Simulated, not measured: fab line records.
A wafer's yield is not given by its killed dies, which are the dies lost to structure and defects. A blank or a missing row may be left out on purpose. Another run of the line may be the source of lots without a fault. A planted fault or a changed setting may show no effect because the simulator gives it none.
Comparing a struck lot with a sound one || flow nandHarc || 14 out of 1159 route steps
Sound: these wafers, L506.3, L506.5, L506.6. Struck: wafer L498.6 (left out: L498.3, L498.4 of the same lot, which were not struck); the cause appears at the end.
For every step that has rows: the tool of each side, followed by ch and its chambers, followed by its first start. Under that, the readings that differ: sound wafers || struck wafers || difference of the means || sigmas: that difference in standard deviations of wafers without a fault.
alike: readings whose means differ by less than 2 such deviations, and words and numbers that are the same on both sides. not compared: withheld readings, readings that some wafer has no value for, bounds like >300 that may hide the same value, and numbers for which the record gives no deviation and whose values overlap.
A row with sigmas, a row that says differs or no value, or rows on one side alone: a step with any of these is where the two part. Numbers that have no deviation but don't overlap get no sigmas and don't part them. A reading that every wafer of one side lacks parts them only if that side has two wafers or more.

NHARC_P_CONTACT_CD_MEAS_19:
  struck on cdSem-02, day 7 06:19; sound on cdSem-01, day 9 06:52
  alike: cdNm
NHARC_P_CONTACT_STRIP_28: strips in O2.
  sound on rieDiel-05 ch 0,2,3, day 9 06:59; struck on rieDiel-09 ch 0, day 7 06:25
{"reading": "rfVppV (V)", "sound": "55.7 58.2 57.5", "struck": 59.2, "difference": "+2.1", "sigmas": "+2"}
  alike: chamberPressureMTorr, drypumpMotorCurrentA, oesProductAu, showerheadPlenumPTorr, throttleValvePct
  not compared: rfHoursCounterH
then, 1 step without rows for these wafers: NHARC_P_CONTACT_STRIP_29 (strips in post etch residue remover, time 1200 s).
NHARC_P_CONTACT_DEGAS_38: time 60 s.
  struck on pvdSputter-03, day 7 07:04; sound on pvdSputter-03, day 9 07:36
  alike: heaterPowerW
then, 2 steps without rows for these wafers: NHARC_P_CONTACT_PRE_CLEAN_39 (time 19.5 s); NHARC_P_CONTACT_PVD_32 (deposits Ti, target thk 5 nm, time 17.7 s).
NHARC_P_CONTACT_ALD_22: deposits TiN, target thk 3 nm, pulse time 1 s, ald cycles 150.
  sound on aldMetal-01 ch 0,1, day 9 07:49; struck on aldMetal-02 ch 1, day 7 07:19
  alike: heaterPowerW, precursorPulseHeightRel
NHARC_P_CONTACT_CVD_23: deposits W, target thk 200 nm, time 557 s.
  sound on cvdW-01 ch 0,1; struck on cvdW-02 ch 1
{"reading": "chamberPressureTorr (Torr)", "sound": "40.08 39.94 40.00", "struck": 40.22, "difference": "+0.21", "sigmas": "+3"}
  alike: heaterPowerW, throttleValvePct
NHARC_P_CONTACT_CMP_24: polishes, t overpolish 30 s, target thk 200 nm.
  sound on cmp-02 ch 0,3, day 9 15:55; struck on cmp-03 ch 2, day 7 08:19
  alike: motorCurrentA, overpolishRunS, timeToEndpointS
after that, 1 step had no rows for these wafers: NHARC_P_CONTACT_SRD_26.
NHARC_P_CONTACT_INSPECT_27:
  struck on defectInspect-01, day 7 08:43; sound on defectInspect-02, day 9 16:17
  alike: rawDefectCount
NHARC_P_M0_DEP_00: deposits SiOC, target thk 150 nm.
  sound on pecvd-03 ch 0,2, day 9 16:21; struck on pecvd-04 ch 2, day 7 08:53
{"reading": "rfFwdPowerW (W)", "sound": "601.8 597.4 601.4", "struck": 691.9, "difference": "+91.7", "sigmas": "+51"}
  alike: chamberPressureTorr
then, 1 step without rows for these wafers: NHARC_P_M0_DEHYDRATE_01 (time 120 s).
-- break in the record here, with 14 days between the starts of the struck wafers on either side (left off in module P_M0, picked up again in module END, where the first step shown is number 1159 on the route) --
NHARC_END_SORT_01:
  sound on prober-02 ch 0, day 23 03:20; struck on prober-01 ch 0, day 21 07:22
  alike: defectLimitedYield, killedAtArray, killedAtOther, killedAtPeriphery, killedDies, killedOpen, killedShort, sort_bin_2_pct, sort_bin_3_pct, sort_bin_4_pct, sortNPass, sortRimYieldPct, sortYieldPct

WHERE THEY PART
At NHARC_P_CONTACT_STRIP_28 first; at NHARC_P_M0_DEP_00 last (within this record only). Later steps at which nothing parts them and some readings are alike: NHARC_END_SORT_01.

WHY: the cause the simulator had injected
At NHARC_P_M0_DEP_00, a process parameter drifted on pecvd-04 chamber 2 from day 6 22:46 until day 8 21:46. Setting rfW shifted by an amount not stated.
